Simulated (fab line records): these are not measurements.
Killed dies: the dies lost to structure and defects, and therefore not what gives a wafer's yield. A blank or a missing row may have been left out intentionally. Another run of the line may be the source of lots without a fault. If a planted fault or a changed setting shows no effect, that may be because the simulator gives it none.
Matching of chambers :: flow n5_finfet :: uv_cure-01 running N5_BEOL_M9_CURE_71: 3 sister chambers
The step cures SiCOH lowk, time 240 s. 6 wafers are shown with their chamber, then 8 later ones without.

## WAFERS PAIRED WITH THEIR CHAMBERS
wafer: L075.5
chamber: 2
wafer_temp_C_max: 387.3
lamp_power_pct (%): 52.32

wafer: L075.6
chamber: 2
wafer_temp_C_max: 386.5
lamp_power_pct (%): 52.41

wafer: L084.4
chamber: 1
wafer_temp_C_max: 388.1
lamp_power_pct (%): 52.30

wafer: L089.4
chamber: 0
wafer_temp_C_max: 386.7
lamp_power_pct (%): 52.44

wafer: L089.5
chamber: 0
wafer_temp_C_max: 387.1
lamp_power_pct (%): 52.33

wafer: L087.2
chamber: 1
wafer_temp_C_max: 389.0
lamp_power_pct (%): 52.33

## WAFERS WHOSE CHAMBER IS MISSING
wafer: L087.4
wafer_temp_C_max: 388.4
lamp_power_pct (%): 52.32

wafer: L087.5
wafer_temp_C_max: 388.4
lamp_power_pct (%): 52.27

wafer: L091.1
wafer_temp_C_max: 386.1
lamp_power_pct (%): 52.21

wafer: L091.3
wafer_temp_C_max: 386.4
lamp_power_pct (%): 52.31

wafer: L091.6
wafer_temp_C_max: 386.6
lamp_power_pct (%): 52.42

wafer: L094.1
wafer_temp_C_max: 386.6
lamp_power_pct (%): 52.27

wafer: L094.2
wafer_temp_C_max: 386.7
lamp_power_pct (%): 52.50

wafer: L094.3
wafer_temp_C_max: 386.7
lamp_power_pct (%): 52.33

## THE CHAMBER EACH PASSED THROUGH
wafer: L087.4
from the rows above: 1
in truth: 1

wafer: L087.5
from the rows above: 1
in truth: 1

wafer: L091.1
from the rows above: can't be placed: 2 or 0
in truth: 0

wafer: L091.3
from the rows above: can't be placed: 2 or 0
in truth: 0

wafer: L091.6
from the rows above: can't be placed: 0 or 2
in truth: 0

wafer: L094.1
from the rows above: can't be placed: 2 or 0
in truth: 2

wafer: L094.2
from the rows above: can't be placed: 0 or 2
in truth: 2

wafer: L094.3
from the rows above: can't be placed: 2 or 0
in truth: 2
Placed correctly: 2 of 8. Cannot be placed on the basis of these rows: 6; the candidates contain the true chamber in 6. Wrongly placed: 0.
How it was worked out, from the rows above alone: a wafer's distance from a chamber is the root of the sum, over the readings, of the square of ((its reading less the chamber's mean) divided by the reading's scatter). If the next closest chamber is less than 2 further off than the closest, the wafer can't be placed; otherwise it belongs to the closest. For every chamber, the mean is computed from those of its wafers that are shown. The scatter: take each reading less its chamber's mean, square it, sum over the shown wafers, divide by the number of wafers less the number of chambers, and take the root.
